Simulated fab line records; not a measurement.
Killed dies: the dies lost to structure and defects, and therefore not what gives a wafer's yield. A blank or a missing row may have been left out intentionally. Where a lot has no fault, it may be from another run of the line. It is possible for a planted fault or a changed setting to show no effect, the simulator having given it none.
Chamber matching + flow n5_finfet + rie_diel-04 running N5_MOL_CONTACT_COAG_ETCH_66: 4 sister chambers
The step etches SiARC in CF4, target depth 13 nm, time 21.7 s. 7 wafers are shown with their chamber, then 7 later ones without.

WAFERS PAIRED WITH THEIR CHAMBERS
| wafer  | chamber | showerhead_plenum_p_Torr (Torr) | drypump_motor_current_A (A) |
|--------|---------|---------------------------------|-----------------------------|
| L088.4 | 1       | 2.20                            | 6.5                         |
| L088.5 | 3       | 2.14                            | 6.2                         |
| L089.1 | 0       | 2.20                            | 6.2                         |
| L089.3 | 2       | 2.13                            | 6.1                         |
| L089.6 | 3       | 2.13                            | 6.2                         |
| L095.1 | 2       | 2.13                            | 6.1                         |
| L095.4 | 1       | 2.20                            | 6.4                         |

WAFERS MISSING THEIR CHAMBER
| wafer  | showerhead_plenum_p_Torr (Torr) | drypump_motor_current_A (A) |
|--------|---------------------------------|-----------------------------|
| L095.5 | 2.20                            | 6.4                         |
| L097.2 | 2.19                            | 6.2                         |
| L097.3 | 2.13                            | 6.1                         |
| L097.6 | 2.19                            | 6.3                         |
| L096.3 | 2.19                            | 6.4                         |
| L096.4 | 2.13                            | 6.1                         |
| L096.6 | 2.19                            | 6.3                         |

WHICH CHAMBER EACH ONE RAN IN
| wafer  | from the rows above     | in truth |
|--------|-------------------------|----------|
| L095.5 | 1                       | 1        |
| L097.2 | 0                       | 0        |
| L097.3 | 2                       | 2        |
| L097.6 | can't be placed: 0 or 1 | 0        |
| L096.3 | 1                       | 1        |
| L096.4 | 2                       | 2        |
| L096.6 | can't be placed: 0 or 1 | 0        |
Correctly placed: 5 of 7. These rows do not allow placing 2 (true chamber among the candidates in 2). Placed wrongly: 0.
How it was worked out, from the rows above alone: a wafer's distance from a chamber is the root of the sum, over the readings, of the square of ((its reading less the chamber's mean) divided by the reading's scatter). If the next closest chamber is less than 2 further off than the closest, the wafer can't be placed; otherwise it belongs to the closest. For every chamber, the mean is computed from those of its wafers that are shown. The scatter is the square root of a quotient: the sum, over the shown wafers, of each reading's squared deviation from its chamber's mean, divided by wafers minus chambers.
